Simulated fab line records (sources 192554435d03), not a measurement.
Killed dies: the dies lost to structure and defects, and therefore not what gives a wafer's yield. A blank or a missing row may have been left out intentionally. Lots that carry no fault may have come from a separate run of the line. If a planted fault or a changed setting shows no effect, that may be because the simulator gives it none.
Which tool did it? -- flow n5Finfet -- 11 lots, 33 wafers sampled, at 2 steps of a route of 1938

WHAT THE GAUGES READ, wafer by wafer
N5_MOL_CONTACT_COAG_CD_MEAS_40 targets a cd of 25.1 nm.
lot,measured,on,cdNm (nm)
L075,day 5 07:46,cdSem-02,25.24 24.98 24.73
L078,day 6 06:53,cdSem-01,25.27 24.73 25.04
L080,day 7 01:03,cdSem-02,25.00 25.09 24.95
L082,day 7 07:38,cdSem-03,25.05 25.22 25.17
L084,day 7 15:52,cdSem-03,25.28 24.84 24.80
L086,day 8 03:52,cdSem-03,25.21 24.89 24.87
L088,day 8 11:24,cdSem-01,24.99 25.23 24.93
L090,day 8 23:08,cdSem-01,24.98 24.61 25.23
L092,day 9 17:58,cdSem-02,24.93 24.71 25.09
L094,day 10 09:10,cdSem-01,25.22 25.45 25.27
L096,day 10 13:55,cdSem-01,25.47 25.06 25.02

EACH LOT AND THE TOOL THAT RAN IT (in order: tool; ch and the chambers of the sampled wafers; start)
lot,N5_MOL_CONTACT_COAG_ALD_123
L075,"aldSin-04 ch 0,2, day 5 05:25"
L078,"aldSin-04 ch 0,1,2, day 6 04:43"
L080,"aldSin-01 ch 1,2,3, day 6 22:26"
L082,"aldSin-03 ch 1,2,3, day 7 05:24"
L084,"aldSin-01 ch 0,1,3, day 7 13:20"
L086,"aldSin-04 ch 1,3, day 8 00:53"
L088,"aldSin-04 ch 1,2,3, day 8 09:06"
L090,"aldSin-03 ch 0,2,3, day 8 20:44"
L092,"aldSin-01 ch 1,3, day 9 15:37"
L094,"aldSin-01 ch 1,2,3, day 10 06:47"
L096,"aldSin-03 ch 0,3, day 10 11:37"
- N5_MOL_CONTACT_COAG_ALD_123: deposits SiNx, target thk 5 nm, pulse time 1 s, purge time 2 s.

THE ANSWER, worked out from the rows above alone
Rule: what is usual is taken from the lots themselves. Put in order of their means at a reading, lots are off if they are a third of the lots or fewer, leave a main group of 4 or more, and stand apart from it by a gap of 3 or more times the standard deviation of the main group's means; of several such gaps the widest counts. A main group is skipped when, at the precision printed for the reading in the tables above, its means are all equal. A lot without any number at a reading at which 4 lots or more have one is off too. Any other lot the step has rows for is counted as sound.
None of the lots is off at any reading shown; this tells nothing.

WHAT THE SIMULATOR HAD INSERTED
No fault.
